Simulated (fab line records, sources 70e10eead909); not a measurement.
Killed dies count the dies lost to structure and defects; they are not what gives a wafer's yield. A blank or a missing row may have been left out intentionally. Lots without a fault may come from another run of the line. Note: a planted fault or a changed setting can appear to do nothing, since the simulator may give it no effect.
What tool caused it? :: flow nand harc :: 15 lots, 42 wafers sampled, at 5 steps of a route of 1159

## WHAT THE GAUGES SHOWED, per wafer
NHARC_P_BONDPAD_THK_MEAS_33: measures by ellipsometry.
lot: L918
measured: day 6 07:14
on: film metro-01
thk nm (nm): 201.3 203.2 202.6

lot: L919
measured: day 6 07:53
on: film metro-02
thk nm (nm): 199.0 198.6 199.1

lot: L921
measured: day 7 02:06
on: film metro-01
thk nm (nm): 197.5 199.2 196.0

lot: L920
measured: day 7 03:25
on: film metro-02
thk nm (nm): 198.7 197.9 200.3

lot: L923
measured: day 7 16:18
on: film metro-02
thk nm (nm): 197.4 199.7 201.2

lot: L926
measured: day 8 09:59
on: film metro-01
thk nm (nm): 200.7 200.5 199.1

lot: L927
measured: day 8 18:44
on: film metro-01
thk nm (nm): 197.8 196.6

lot: L929
measured: day 9 16:11
on: film metro-01
thk nm (nm): 199.4 201.5

lot: L930
measured: day 9 17:16
on: film metro-01
thk nm (nm): 199.7 201.6

lot: L933
measured: day 10 05:23
on: film metro-01
thk nm (nm): 199.4 202.3 199.6

lot: L934
measured: day 10 17:43
on: film metro-01
thk nm (nm): 199.9 196.4 198.3

lot: L937
measured: day 10 21:13
on: film metro-01
thk nm (nm): 200.0 201.7 198.4

lot: L938
measured: day 11 09:33
on: film metro-01
thk nm (nm): 200.1 199.6 200.0

lot: L940
measured: day 11 16:51
on: film metro-02
thk nm (nm): 198.4 198.1 200.8

lot: L941
measured: day 11 23:31
on: film metro-01
thk nm (nm): 200.3 199.8 198.0

NHARC_A_ONON_D1_THK_MEAS_05: measures by ellipsometry.
lot: L918
measured: day 7 15:38
on: film metro-02
thk nm (nm): 998 998 998

lot: L919
measured: day 7 15:20
on: film metro-02
thk nm (nm): 993 996 995

lot: L921
measured: day 8 08:18
on: film metro-01
thk nm (nm): 993 995 993

lot: L920
measured: day 8 08:19
on: film metro-02
thk nm (nm): 995 994 991

lot: L923
measured: day 8 22:20
on: film metro-01
thk nm (nm): 986 987 986

lot: L926
measured: day 9 14:50
on: film metro-02
thk nm (nm): 1003 1005 1004

lot: L927
measured: day 10 00:26
on: film metro-01
thk nm (nm): 1022 1534

lot: L929
measured: day 10 23:04
on: film metro-01
thk nm (nm): 1001 1515

lot: L930
measured: day 10 22:43
on: film metro-02
thk nm (nm): 1510 1510

lot: L933
measured: day 11 12:31
on: film metro-02
thk nm (nm): 996 994 993

lot: L934
measured: day 12 00:39
on: film metro-01
thk nm (nm): 983 986 985

lot: L937
measured: day 12 00:41
on: film metro-01
thk nm (nm): 1010 1010 1009

lot: L938
measured: day 12 12:40
on: film metro-01
thk nm (nm): 1026 1024 1026

lot: L940
measured: day 12 22:01
on: film metro-01
thk nm (nm): 1009 1010 1011

lot: L941
measured: day 13 05:22
on: film metro-02
thk nm (nm): 1000 1000 998

## WHAT TOOL EACH LOT RAN ON (gives the tool, then ch and the chambers of the sampled wafers, and finally the start)
lot: L918
NHARC_P_M2_PRE_CLEAN_32: pecvd-03 ch 0,1,2, day 6 06:06
NHARC_P_BONDPAD_PRE_CLEAN_26: pvd sputter-01, day 7 15:11 or earlier
NHARC_A_ONON_D1_DEP_03: pecvd onon-04 ch 0, day 7 15:11

lot: L919
NHARC_P_M2_PRE_CLEAN_32: pecvd-01 ch 0,2, day 6 06:44
NHARC_P_BONDPAD_PRE_CLEAN_26: pvd sputter-03, day 7 14:56 or earlier
NHARC_A_ONON_D1_DEP_03: pecvd onon-01 ch 0, day 7 14:56

lot: L921
NHARC_P_M2_PRE_CLEAN_32: pecvd-03 ch 0,1, day 7 00:58
NHARC_P_BONDPAD_PRE_CLEAN_26: pvd sputter-02, day 8 07:47 or earlier
NHARC_A_ONON_D1_DEP_03: pecvd onon-03 ch 0, day 8 07:47

lot: L920
NHARC_P_M2_PRE_CLEAN_32: pecvd-03 ch 0,1,2, day 7 02:16
NHARC_P_BONDPAD_PRE_CLEAN_26: pvd sputter-03, day 8 07:47 or earlier
NHARC_A_ONON_D1_DEP_03: pecvd onon-04 ch 0, day 8 07:47

lot: L923
NHARC_P_M2_PRE_CLEAN_32: pecvd-01 ch 0,1,2, day 7 15:06
NHARC_P_BONDPAD_PRE_CLEAN_26: pvd sputter-01, day 8 21:53 or earlier
NHARC_A_ONON_D1_DEP_03: pecvd onon-04 ch 0, day 8 21:53

lot: L926
NHARC_P_M2_PRE_CLEAN_32: pecvd-03 ch 0,2, day 8 08:51
NHARC_P_BONDPAD_PRE_CLEAN_26: pvd sputter-02, day 9 14:23 or earlier
NHARC_A_ONON_D1_DEP_03: pecvd onon-04 ch 0, day 9 14:23

lot: L927
NHARC_P_M2_PRE_CLEAN_32: pecvd-04 ch 0,2, day 8 17:35
NHARC_P_BONDPAD_PRE_CLEAN_26: pvd sputter-02, day 9 23:56 or earlier
NHARC_A_ONON_D1_DEP_03: pecvd onon-03 ch 0, day 9 23:56

lot: L929
NHARC_P_M2_PRE_CLEAN_32: pecvd-01 ch 0,1, day 9 14:46
NHARC_P_BONDPAD_PRE_CLEAN_26: pvd sputter-02, day 10 22:34 or earlier
NHARC_A_ONON_D1_DEP_03: pecvd onon-03 ch 0, day 10 22:34

lot: L930
NHARC_P_M2_PRE_CLEAN_32: pecvd-01 ch 1, day 9 15:49
NHARC_P_BONDPAD_PRE_CLEAN_26: pvd sputter-01, day 10 22:16 or earlier
NHARC_A_ONON_D1_DEP_03: pecvd onon-03 ch 0, day 10 22:16

lot: L933
NHARC_P_M2_PRE_CLEAN_32: pecvd-01 ch 0,1, day 10 04:14
NHARC_P_BONDPAD_PRE_CLEAN_26: pvd sputter-01, day 11 12:08 or earlier
NHARC_A_ONON_D1_DEP_03: pecvd onon-04 ch 0, day 11 12:08

lot: L934
NHARC_P_M2_PRE_CLEAN_32: pecvd-03 ch 2, day 10 16:25
NHARC_P_BONDPAD_PRE_CLEAN_26: pvd sputter-01, day 12 00:11 or earlier
NHARC_A_ONON_D1_DEP_03: pecvd onon-01 ch 0, day 12 00:11

lot: L937
NHARC_P_M2_PRE_CLEAN_32: pecvd-03 ch 0,2, day 10 19:55
NHARC_P_BONDPAD_PRE_CLEAN_26: pvd sputter-01, day 12 00:10 or earlier
NHARC_A_ONON_D1_DEP_03: pecvd onon-04 ch 0, day 12 00:10

lot: L938
NHARC_P_M2_PRE_CLEAN_32: pecvd-03 ch 1,2, day 11 08:24
NHARC_P_BONDPAD_PRE_CLEAN_26: pvd sputter-01, day 12 12:10 or earlier
NHARC_A_ONON_D1_DEP_03: pecvd onon-04 ch 0, day 12 12:10

lot: L940
NHARC_P_M2_PRE_CLEAN_32: pecvd-04 ch 0,2, day 11 15:41
NHARC_P_BONDPAD_PRE_CLEAN_26: pvd sputter-01, day 12 21:34 or earlier
NHARC_A_ONON_D1_DEP_03: pecvd onon-04 ch 0, day 12 21:34

lot: L941
NHARC_P_M2_PRE_CLEAN_32: pecvd-01 ch 1,2, day 11 22:22
NHARC_P_BONDPAD_PRE_CLEAN_26: pvd sputter-03, day 13 04:51 or earlier
NHARC_A_ONON_D1_DEP_03: pecvd onon-04 ch 0, day 13 04:51
- NHARC_P_M2_PRE_CLEAN_32: time 12 s.
- NHARC_P_BONDPAD_PRE_CLEAN_26: time 30 s.
- NHARC_A_ONON_D1_DEP_03: target thk 1000 nm.

## AS READ BY THE TOOLS THEMSELVES (means over the sampled wafers that have a number; for cases with no such wafer, the mark the record gives instead)
NHARC_P_M2_PRE_CLEAN_32.
lot: L918
tool: pecvd-03
heater power w (W): 608

lot: L919
tool: pecvd-01
heater power w (W): 608

lot: L921
tool: pecvd-03
heater power w (W): 645

lot: L920
tool: pecvd-03
heater power w (W): 629

lot: L923
tool: pecvd-01
heater power w (W): 623

lot: L926
tool: pecvd-03
heater power w (W): 611

lot: L927
tool: pecvd-04
heater power w (W): 602

lot: L929
tool: pecvd-01
heater power w (W): 660

lot: L930
tool: pecvd-01
heater power w (W): 618

lot: L933
tool: pecvd-01
heater power w (W): 644

lot: L934
tool: pecvd-03
heater power w (W): 694

lot: L937
tool: pecvd-03
heater power w (W): 612

lot: L938
tool: pecvd-03
heater power w (W): 696

lot: L940
tool: pecvd-04
heater power w (W): 689

lot: L941
tool: pecvd-01
heater power w (W): 637

NHARC_P_BONDPAD_PRE_CLEAN_26.
lot: L918
tool: pvd sputter-01
heater power w (W): 404

lot: L919
tool: pvd sputter-03
heater power w (W): 370

lot: L921
tool: pvd sputter-02
heater power w (W): 418

lot: L920
tool: pvd sputter-03
heater power w (W): 403

lot: L923
tool: pvd sputter-01
heater power w (W): 481

lot: L926
tool: pvd sputter-02
heater power w (W): 418

lot: L927
tool: pvd sputter-02
heater power w (W): 426

lot: L929
tool: pvd sputter-02
heater power w (W): 397

lot: L930
tool: pvd sputter-01
heater power w (W): 376

lot: L933
tool: pvd sputter-01
heater power w (W): 443

lot: L934
tool: pvd sputter-01
heater power w (W): 389

lot: L937
tool: pvd sputter-01
heater power w (W): 432

lot: L938
tool: pvd sputter-01
heater power w (W): 407

lot: L940
tool: pvd sputter-01
heater power w (W): 411

lot: L941
tool: pvd sputter-03
heater power w (W): 388

## THE ANSWER, worked out from the rows above alone
Rule: usual is defined by the lots themselves. Put in order of their means at a reading, lots are off if they are a third of the lots or fewer, leave a main group of 4 or more, and stand apart from it by a gap of 3 or more times the standard deviation of the main group's means; of several such gaps the widest counts. The tables above print the reading to a certain number of digits; a main group whose means all agree to those digits is not used. A lot without any number at a reading at which 4 lots or more have one is off too. All remaining lots with rows at the step are treated as sound. The gauges are gone through in route order, then the tools' own readings, and for those a lot's mean is taken as printed above. The first step at which some lot is off is used, and at that step the reading that is off furthest; a lot without a number counts as furthest.
Off: L927, L929, L930 (NHARC_A_ONON_D1_THK_MEAS_05, thk nm). For the main group the mean is 999 nm and the standard deviation 11.
If a tool, at a process step before that reading, ran all the lots that are off and no sound lot after the first of them, it fits. The gauges at NHARC_A_ONON_D1_THK_MEAS_05 are tried like those tools. NHARC_P_BONDPAD_PRE_CLEAN_26 gives no start for some lots, so the hours and the order of its lots are those of NHARC_A_ONON_D1_DEP_03. One candidate fits, namely pecvd onon-03 at NHARC_A_ONON_D1_DEP_03. A fault onset in the window from L921 (day 8 07:47, its last sound lot) to L927 (day 9 23:56, its first lot off) fits.

## WHAT THE SIMULATOR PUT IN
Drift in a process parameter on pecvd onon-03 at NHARC_A_ONON_D1_DEP_03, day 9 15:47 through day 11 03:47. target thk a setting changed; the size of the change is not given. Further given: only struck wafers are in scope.
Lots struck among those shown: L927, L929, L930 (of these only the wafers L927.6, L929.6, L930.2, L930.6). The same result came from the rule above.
